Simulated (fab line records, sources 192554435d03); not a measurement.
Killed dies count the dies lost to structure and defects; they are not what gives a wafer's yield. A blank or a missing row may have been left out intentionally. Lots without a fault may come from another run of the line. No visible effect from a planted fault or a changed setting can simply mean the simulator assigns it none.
fab line records	flow n5_finfet	part 1 of 2: steps 1 to 8 of 9
[record] lots = 9	wafers = 27	last_day = 18
route steps=1938 shown BEOL_M2@876 BEOL_M4@1111 PASSIVATION@1936
lots with no fault: from the same line, run without faults
start_h: hours from the record's opening day to when the first of the lot's shown wafers began	wait_h: hours elapsed since this lot's preceding step	" identical to the entry in the row above	L1.1+2: a row that stands for several wafers	- either no value or no given start	* or withheld: withheld	< > ~ a bound
route shown NAME@n: NAME is a module with steps in the file, n the number in the route of the first one	usual: average and standard deviation across the fault-free wafers	same: alike in all rows	chamber/n: place in a boat	sites: readings site by site	_std_site: their standard deviation	_edge_site: the outer-site mean with the inner-site mean subtracted	radius_mm: for every site, how far away it sits from the centre of the wafer	mask NAME#n: copy n	behind: the most recent tool/chamber to have shaped the wafer	hold: reason for holding the lot/hours on hold/outcome of the hold	device: names the non-switching transistor (n, p or np)	end of line: the same wafers' tests at the end of the route	a step given without rows: its recipe and nothing more	killed: at the first sort, the dies lost to defects and structure; wafer yield is something else	map: shows each die of a wafer: x if killed, . if not, _ if none is there
set.NAME: the setting the step ran with; set.NAME@STEP: the setting that earlier step ran with	model.NAME: the simulator's own value behind a step, which no gauge read
steps of the route over a sample of lots; a table a step, a row a wafer
services: the hour from which a tool's chamber was out of use, counted from the record's first day as start_h (under 0 if before that day), plus the number of hours and why
[[steps]]
[step N5_BEOL_M2_CD_MEAS_28]
[recipe] target_cd_nm = 26.2	landing_energy_ev = 500	detector = se_inlens	target_cd_y_nm = 24.1	polarity = opening
[usual] cd_nm = 26.18/0.23
lot.wafer	tool	chamber	start_h	wait_h	cd_nm
L183.2	cd_sem-02	0	136.98	-	25.98
L183.3	"	0	"	"	26.17
L183.4	"	0	"	"	25.76
L192.2	cd_sem-03	0	184.64	-	26.43
L192.5	"	0	"	"	26.20
L192.6	"	0	"	"	26.28
L193.3	cd_sem-02	0	196.63	-	26.39
L193.5	"	0	"	"	25.94
L193.6	"	0	"	"	26.05
L197.2	cd_sem-02	0	220.75	-	26.25
L197.5	"	0	"	"	25.96
L197.6	"	0	"	"	26.09
L201.1	cd_sem-01	0	246.96	-	26.08
L201.4	"	0	"	"	26.19
L201.6	"	0	"	"	26.31
L202.1	cd_sem-03	0	262.09	-	26.38
L202.3	"	0	"	"	26.04
L202.5	"	0	"	"	25.79
L204.2	cd_sem-03	0	265.44	-	25.94
L204.3	"	0	"	"	26.56
L204.5	"	0	"	"	26.40
L205.2	cd_sem-02	0	266.11	-	26.25
L205.4	"	0	"	"	26.81
L205.6	"	0	"	"	25.86
L206.2	cd_sem-01	0	274.44	-	25.86
L206.3	"	0	"	"	26.23
L206.6	"	0	"	"	26.06
[step N5_BEOL_M2_OVL_MEAS_29]
[recipe] points_per_wafer = 522
[usual] V1_OVL = -0.2/0.63
[same] points_per_wafer = 522
lot.wafer	tool	chamber	start_h	wait_h	V1_OVL[nm]
L183.2	overlay-02	0	137.01	0.0	0.8
L183.3	"	0	"	"	-0.3
L183.4	"	0	"	"	-0.4
L192.2	overlay-01	0	184.68	0.0	-0.6
L192.5	"	0	"	"	0.2
L192.6	"	0	"	"	0.5
L193.3	overlay-02	0	196.67	0.0	0.5
L193.5	"	0	"	"	1.0
L193.6	"	0	"	"	0.2
L197.2	overlay-01	0	220.78	0.0	-0.5
L197.5	"	0	"	"	-0.5
L197.6	"	0	"	"	0.2
L201.1	overlay-01	0	246.99	0.0	-0.9
L201.4	"	0	"	"	-0.5
L201.6	"	0	"	"	0.3
L202.1	overlay-01	0	262.12	0.0	-0.3
L202.3	"	0	"	"	-0.7
L202.5	"	0	"	"	-0.4
L204.2	overlay-02	0	265.48	0.0	0.3
L204.3	"	0	"	"	0.2
L204.5	"	0	"	"	-0.2
L205.2	overlay-01	0	266.15	0.0	0.1
L205.4	"	0	"	"	0.3
L205.6	"	0	"	"	-0.1
L206.2	overlay-02	0	274.47	0.0	0.2
L206.3	"	0	"	"	-0.2
L206.6	"	0	"	"	-0.1
[step N5_BEOL_M2_TRENCH_ETCH_37]
[recipe] chemistry = C4F6/O2	target_depth_a = 555.55	target = SiOC	time_s = 29.2	ion_energy_ev = 250	pressure_mtorr = 30	source_w = 355	bias_w = 185	Ar_flow_sccm = 300	C4F6_flow_sccm = 10	O2_flow_sccm = 10
[usual] C4F6_flow_sccm = 10.00/0.032	drypump_motor_current_A = 5.7/0.6	oes_product_au = 0.81/0.084	rf_vpp_V = 660/12	showerhead_plenum_p_Torr = 2.80/0.089	throttle_valve_pct = 20.90/0.24
lot.wafer	tool	chamber	start_h	wait_h	C4F6_flow_sccm	drypump_motor_current_A	oes_product_au	rf_hours_counter_h	rf_vpp_V	showerhead_plenum_p_Torr	throttle_valve_pct
L183.2	rie_diel-06	2	137.83	-	10.00	5.4	0.73	206	652	2.72	21.09
L183.3	"	0	"	"	10.07	5.2	0.86	45	672	2.80	20.94
L183.4	"	2	"	"	10.01	5.4	0.73	-	651	2.72	21.09
L192.2	rie_diel-04	1	191.31	-	10.05	6.1	0.72	54	651	2.76	20.53
L192.5	"	0	"	"	10.02	5.5	0.62	-	661	2.73	20.80
L192.6	"	1	"	"	10.00	6.1	0.71	-	652	2.76	20.53
L193.3	rie_diel-04	0	203.13	-	10.06	5.5	0.62	147	660	2.73	20.79
L193.5	"	2	"	"	10.00	5.8	0.57	-	649	2.82	21.12
L193.6	"	1	"	"	10.01	6.1	0.71	-	654	2.76	20.55
L197.2	rie_diel-06	0	224.64	-	10.01	5.1	0.82	78	672	2.79	20.98
L197.5	"	1	"	"	10.03	4.8	0.81	-	672	2.75	20.88
L197.6	"	0	"	"	10.02	5.2	0.82	-	670	2.79	20.98
L201.1	rie_diel-06	3	260.29	-	10.01	6.7	0.90	37	655	2.77	20.80
L201.4	"	1	"	"	10.01	4.8	0.79	120	673	2.74	20.89
L201.6	"	0	"	"	10.02	5.1	0.81	-	673	2.78	21.00
L202.1	rie_diel-06	1	263.91	-	10.03	4.9	0.80	121	672	2.74	20.90
L202.3	"	0	"	"	10.01	5.2	0.81	89	673	2.78	20.98
L202.5	"	3	"	"	10.03	6.7	0.90	-	658	2.77	20.81
L204.2	rie_diel-04	3	271.80	-	10.04	5.7	0.82	101	657	2.78	21.17
L204.3	"	2	"	"	9.94	5.8	0.97	1	649	2.81	20.77
L204.5	"	3	"	"	10.00	5.6	0.81	-	656	2.78	21.18
L205.2	rie_diel-03	3	271.92	-	9.92	6.5	0.87	56	685	3.03	20.74
L205.4	"	2	"	"	9.93	4.8	0.85	66	678	2.75	20.37
L205.6	"	1	"	"	10.01	6.6	0.98	-	652	3.04	20.86
L206.2	rie_diel-04	0	277.30	-	10.06	5.5	0.72	172	659	2.72	20.87
L206.3	"	1	"	"	10.01	6.1	0.82	88	652	2.75	20.62
L206.6	"	2	"	"	10.01	5.9	0.97	-	649	2.81	20.75
[step N5_BEOL_M2_OCD_MEAS_38]
[usual] trench_depth_nm = 55.7/1
lot.wafer	tool	chamber	start_h	wait_h	trench_depth_nm
L183.2	ocd-01	-	137.99	-	55.0
L183.3	"	-	"	"	55.2
L183.4	"	-	"	"	55.2
L192.2	ocd-01	-	191.47	-	41.8
L192.5	"	-	"	"	40.3
L192.6	"	-	"	"	41.6
L193.3	ocd-01	-	203.29	-	40.2
L193.5	"	-	"	"	39.9
L193.6	"	-	"	"	41.8
L197.2	ocd-02	-	224.80	-	55.1
L197.5	"	-	"	"	56.2
L197.6	"	-	"	"	54.9
L201.1	ocd-02	-	260.45	-	54.6
L201.4	"	-	"	"	56.1
L201.6	"	-	"	"	55.5
L202.1	ocd-01	-	264.06	-	55.8
L202.3	"	-	"	"	55.5
L202.5	"	-	"	"	54.8
L204.2	ocd-02	-	271.95	-	56.7
L204.3	"	-	"	"	57.1
L204.5	"	-	"	"	55.5
L205.2	ocd-01	-	272.08	-	57.8
L205.4	"	-	"	"	55.4
L205.6	"	-	"	"	53.2
L206.2	ocd-01	-	277.45	-	55.0
L206.3	"	-	"	"	56.5
L206.6	"	-	"	"	57.6
[step N5_BEOL_M2_PRE_CLEAN_45]
[recipe] gas = H2/He	time_s = 30	temp_c = 250
[usual] heater_power_w = 329/40	susceptor_temp_C = 250.01/0.18
lot.wafer	tool	chamber	start_h	wait_h	heater_power_w	susceptor_temp_C
L183.2	pvd_sputter-01	-	138.26	0.0	319	250.11
L183.3	"	-	"	"	393	249.68
L183.4	"	-	"	"	287	249.98
L192.2	pvd_sputter-02	-	191.96	0.0	322	250.15
L192.5	"	-	"	"	321	249.85
L192.6	"	-	"	"	391	249.70
L193.3	pvd_sputter-02	-	203.76	0.0	279	249.89
L193.5	"	-	"	"	325	250.12
L193.6	"	-	"	"	386	250.28
L197.2	pvd_sputter-02	-	225.11	0.0	328	249.84
L197.5	"	-	"	"	385	250.07
L197.6	"	-	"	"	325	249.72
L201.1	pvd_sputter-01	-	261.07	0.0	318	250.19
L201.4	"	-	"	"	392	249.91
L201.6	"	-	"	"	393	250.41
L202.1	pvd_sputter-01	-	264.39	0.0	325	250.12
L202.3	"	-	"	"	285	250.45
L202.5	"	-	"	"	386	249.97
L204.2	pvd_sputter-03	-	272.46	0.0	326	250.08
L204.3	"	-	"	"	392	250.23
L204.5	"	-	"	"	320	249.93
L205.2	pvd_sputter-03	-	272.54	0.0	391	250.08
L205.4	"	-	"	"	276	249.95
L205.6	"	-	"	"	272	250.18
L206.2	pvd_sputter-02	-	278.17	0.0	392	249.96
L206.3	"	-	"	"	314	249.93
L206.6	"	-	"	"	332	250.21
[step N5_BEOL_M2_THK_MEAS_53]
[recipe] thk_meas_gauge = xrf	reads = Cu_of_BEOL_M2_ECD_50
[usual] M2_THK = 39.8/1.5
lot.wafer	tool	chamber	start_h	wait_h	M2_THK[nm]
L183.2	film_metro-02	-	141.75	-	39.7
L183.3	"	-	"	"	40.3
L183.4	"	-	"	"	38.3
L192.2	film_metro-02	-	195.34	-	26.7
L192.5	"	-	"	"	25.5
L192.6	"	-	"	"	26.6
L193.3	film_metro-02	-	207.43	-	26.0
L193.5	"	-	"	"	24.0
L193.6	"	-	"	"	26.3
L197.2	film_metro-02	-	228.39	-	38.4
L197.5	"	-	"	"	40.9
L197.6	"	-	"	"	35.9
L201.1	film_metro-01	-	264.35	-	37.3
L201.4	"	-	"	"	38.1
L201.6	"	-	"	"	38.3
L202.1	film_metro-01	-	269.79	-	39.9
L202.3	"	-	"	"	40.7
L202.5	"	-	"	"	39.9
L204.2	film_metro-02	-	275.54	-	41.0
L204.3	"	-	"	"	40.9
L204.5	"	-	"	"	40.7
L205.2	film_metro-01	-	275.60	-	40.6
L205.4	"	-	"	"	37.6
L205.6	"	-	"	"	37.3
L206.2	film_metro-01	-	281.65	-	38.7
L206.3	"	-	"	"	40.6
L206.6	"	-	"	"	41.5
[step N5_BEOL_M2_RS_MEAS_58]
[recipe] thk_meas_gauge = four-point-probe	reads = Co_of_BEOL_M2_CO_CAP_55+Cu_of_BEOL_M2_ECD_50+Co_of_BEOL_M2_CVD_47+TaN_of_BEOL_M2_ALD_84
[usual] M2_RS = 0.67/0.032
lot.wafer	tool	chamber	start_h	wait_h	M2_RS[ohm/sq]
L183.2	film_metro-02	-	142.01	0.1	0.68
L183.3	"	-	"	"	0.66
L183.4	"	-	"	"	0.71
L192.2	film_metro-01	-	195.66	0.1	1.13
L192.5	"	-	"	"	1.19
L192.6	"	-	"	"	1.13
L193.3	film_metro-02	-	207.69	0.1	1.17
L193.5	"	-	"	"	1.31
L193.6	"	-	"	"	1.15
L197.2	film_metro-01	-	228.65	0.1	0.71
L197.5	"	-	"	"	0.66
L197.6	"	-	"	"	0.78
L201.1	film_metro-02	-	264.61	0.0	0.72
L201.4	"	-	"	"	0.70
L201.6	"	-	"	"	0.69
L202.1	film_metro-01	-	270.05	0.0	0.66
L202.3	"	-	"	"	0.65
L202.5	"	-	"	"	0.66
L204.2	film_metro-01	-	275.80	0.1	0.65
L204.3	"	-	"	"	0.65
L204.5	"	-	"	"	0.66
L205.2	film_metro-01	-	275.91	0.1	0.65
L205.4	"	-	"	"	0.71
L205.6	"	-	"	"	0.72
L206.2	film_metro-02	-	281.92	0.1	0.69
L206.3	"	-	"	"	0.64
L206.6	"	-	"	"	0.63
[step N5_BEOL_M4_RC_MEAS_101]
[usual] DIBL_N = 36.0/1.6	DIBL_P = 36.1/2	IOFF_N = 0.160/0.029	IOFF_P = 0.21/0.039	ION_N = 675/13	ION_P = 464/8.8	SERP_M2 = 196/13	SERP_M2_max_site = 210/16	SS_N = 71.5/0.58	SS_P = 73.3/0.65	VT_N = 250/3.3	VT_P = -249/3.6
lot.wafer	tool	chamber	start_h	wait_h	DIBL_N[mV/V]	DIBL_P[mV/V]	IOFF_N[nA/um]	IOFF_P[nA/um]	ION_N[uA/um]	ION_P[uA/um]	SERP_M2[ohm/um]	SERP_M2_max_site[ohm/um]	SS_N[mV/dec]	SS_P[mV/dec]	VT_N[mV]	VT_P[mV]
L183.2	prober-02	0	164.07	0.2	37.4	36.9	0.164	0.21	676	456	203	212	72.0	73.4	247	-252
L183.3	"	0	"	"	35.6	34.9	0.128	0.19	659	454	203	220	71.5	73.0	251	-253
L183.4	"	0	"	"	36.4	33.6	0.141	0.17	662	449	210	220	71.6	72.7	254	-255
L192.2	prober-02	0	220.17	0.2	35.8	35.5	0.150	0.20	677	467	317	369	71.9	73.4	249	-253
L192.5	"	0	"	"	37.9	37.8	0.186	0.24	688	472	327	355	72.2	73.6	245	-248
L192.6	"	0	"	"	38.2	37.7	0.192	0.24	688	466	269	320	71.8	73.8	245	-248
L193.3	prober-02	0	234.71	0.3	36.3	36.7	0.166	0.23	679	463	313	337	72.5	72.7	248	-246
L193.5	"	0	"	"	36.4	37.4	0.165	0.25	678	471	370	386	72.9	73.8	249	-243
L193.6	"	0	"	"	37.7	38.8	0.180	0.26	672	458	328	347	72.1	73.5	248	-247
L197.2	prober-02	0	244.19	0.2	34.7	34.2	0.134	0.21	668	469	219	253	71.9	72.6	251	-248
L197.5	"	0	"	"	35.0	33.5	0.135	0.19	665	457	211	225	71.2	72.5	252	-252
L197.6	"	0	"	"	34.6	34.1	0.135	0.20	664	463	227	254	70.7	72.9	251	-251
L201.1	prober-02	0	286.33	0.0	37.0	37.9	0.177	0.24	694	478	197	212	72.3	73.2	245	-245
L201.4	"	0	"	"	38.7	39.9	0.218	0.30	711	482	198	201	72.2	74.3	244	-244
L201.6	"	0	"	"	38.2	40.1	0.195	0.29	689	480	202	237	72.1	73.8	244	-244
L204.2	prober-02	0	294.61	0.2	31.8	33.0	0.115	0.18	667	461	218	235	70.8	72.4	256	-250
L204.3	"	0	"	"	32.8	34.9	0.123	0.21	663	468	210	238	71.1	73.2	254	-246
L204.5	"	0	"	"	35.6	37.3	0.171	0.24	681	471	207	223	71.3	73.8	249	-247
L202.1	prober-01	0	297.94	0.0	34.8	34.0	0.146	0.17	687	463	184	205	70.9	72.3	247	-252
L202.3	"	0	"	"	36.2	35.5	0.154	0.20	681	469	189	207	71.5	73.7	248	-250
L202.5	"	0	"	"	36.8	35.9	0.174	0.21	699	468	199	203	71.2	73.0	247	-250
L206.2	prober-01	0	302.01	0.2	37.1	39.3	0.192	0.30	682	472	191	199	70.9	74.7	245	-242
L206.3	"	0	"	"	37.2	38.6	0.181	0.27	677	469	183	200	72.6	73.8	247	-246
L206.6	"	0	"	"	38.8	40.2	0.234	0.31	687	468	183	192	72.1	74.1	244	-242
L205.2	prober-02	0	303.43	0.2	34.6	33.6	0.128	0.19	664	462	187	195	70.7	72.0	253	-247
L205.4	"	0	"	"	35.0	35.3	0.139	0.21	657	458	202	221	71.5	72.9	253	-251
L205.6	"	0	"	"	37.1	37.7	0.180	0.25	682	465	221	235	71.9	74.1	247	-247
// sites SERP_M2 radius_mm=0,75,75,75,75,140,140,140,140
L183.2 210 212 196 205 203 199 186 204 182
L192.2 293 308 308 317 313 369 368 344 352
L193.3 303 310 337 309 318 311 313 326 333
L197.2 207 219 201 215 219 253 230 226 244
L201.1 190 203 197 202 198 212 197 196 194
L204.2 218 219 224 235 223 199 202 199 200
L202.1 197 205 184 200 194 183 156 174 170
L206.2 185 193 192 199 186 191 192 186 187
L205.2 183 190 187 193 186 182 193 195 187
[[key]]
[first_sign] step = N5_BEOL_M2_TRENCH_ETCH_37	reading = oes_product_au	direction = down	sigmas = 1.9	usual = 0.81	struck = 0.66
[effect] step = N5_BEOL_M2_OCD_MEAS_38	reading = trench_depth_nm	direction = down	sigmas = 14	usual = 55.7	struck = 40.9
[effect] step = N5_BEOL_M2_THK_MEAS_53	reading = M2_THK	direction = down	sigmas = 9.1	usual = 39.8	struck = 25.9
[effect] step = N5_BEOL_M2_RS_MEAS_58	reading = M2_RS	direction = up	sigmas = 16	usual = 0.67	struck = 1.18
[effect] step = N5_BEOL_M4_RC_MEAS_101	reading = SERP_M2	direction = up	sigmas = 9.4	usual = 196	struck = 321
[effect] step = N5_BEOL_M4_RC_MEAS_101	reading = SERP_M2_max_site	direction = up	sigmas = 8.7	usual = 210	struck = 352
[effect] step = N5_PASSIVATION_PROBE_49	reading = sort_bin_8_speed	direction = up	sigmas = 14	usual = 0.00	struck = 1.19
met_at N5_BEOL_M2_TRENCH_ETCH_37
struck_lots L192,L193
not_acting_at N5_BEOL_M2_CD_MEAS_28,N5_BEOL_M2_OVL_MEAS_29,N5_BEOL_M2_PRE_CLEAN_45
[fault] kind = process_parameter_drift	tool = rie_diel-04	chamber = -	onset_h = 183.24	steps = N5_BEOL_M2_TRENCH_ETCH_37	channel = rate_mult	offset = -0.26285	shape = step	end_h = 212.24
